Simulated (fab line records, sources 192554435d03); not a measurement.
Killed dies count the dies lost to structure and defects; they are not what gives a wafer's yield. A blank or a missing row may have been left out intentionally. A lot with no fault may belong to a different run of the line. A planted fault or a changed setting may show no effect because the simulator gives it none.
Chamber matching    flow n5_finfet    N5_ILD0_CMP_07 on cmp-03: 4 sister chambers
The step polishes SiO2 flowable, stops on poly-Si, t overpolish 1.18 s, target thk 138.88 nm. 4 wafers are shown with their chamber, then 9 later ones without.

== WAFERS PAIRED WITH THEIR CHAMBERS ==
wafer   chamber  motor_current_A (A)
L088.5  2        11.5
L092.1  1        13.8
L092.2  0        11.6
L092.6  3        14.3

== WAFERS WHOSE CHAMBER IS MISSING ==
wafer   motor_current_A (A)
L094.1  13.9
L094.3  11.8
L094.4  13.1
L095.1  14.0
L095.2  12.4
L095.5  12.5
L097.2  13.6
L097.5  11.6
L097.6  13.6

== WHICH CHAMBER EACH WENT THROUGH ==
wafer   from the rows above                in truth
L094.1  can't be placed: 1 or 3            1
L094.3  can't be placed: 0 or 2            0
L094.4  can't be placed: 1 or 3 or 0 or 2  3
L095.1  can't be placed: 1 or 3            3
L095.2  can't be placed: 0 or 2 or 1       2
L095.5  can't be placed: 0 or 2 or 1 or 3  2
L097.2  can't be placed: 1 or 3            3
L097.5  can't be placed: 0 or 2            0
L097.6  can't be placed: 1 or 3            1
Correctly placed: 0 of 9. Not placeable from these rows: 9 (in 9, the candidates include the true chamber). Placed wrongly: 0.
How it was worked out, from the rows above alone: a wafer's distance from a chamber is the root of the sum, over the readings, of the square of ((its reading less the chamber's mean) divided by the reading's scatter). The wafer belongs to the nearest chamber; if the next one is less than 2 further off, it can't be placed. The mean given for a chamber averages the wafers shown for that chamber. The scatter (one wafer shown for each chamber): square how far every hidden wafer sits from the nearest shown wafer, average those squares and take the square root.
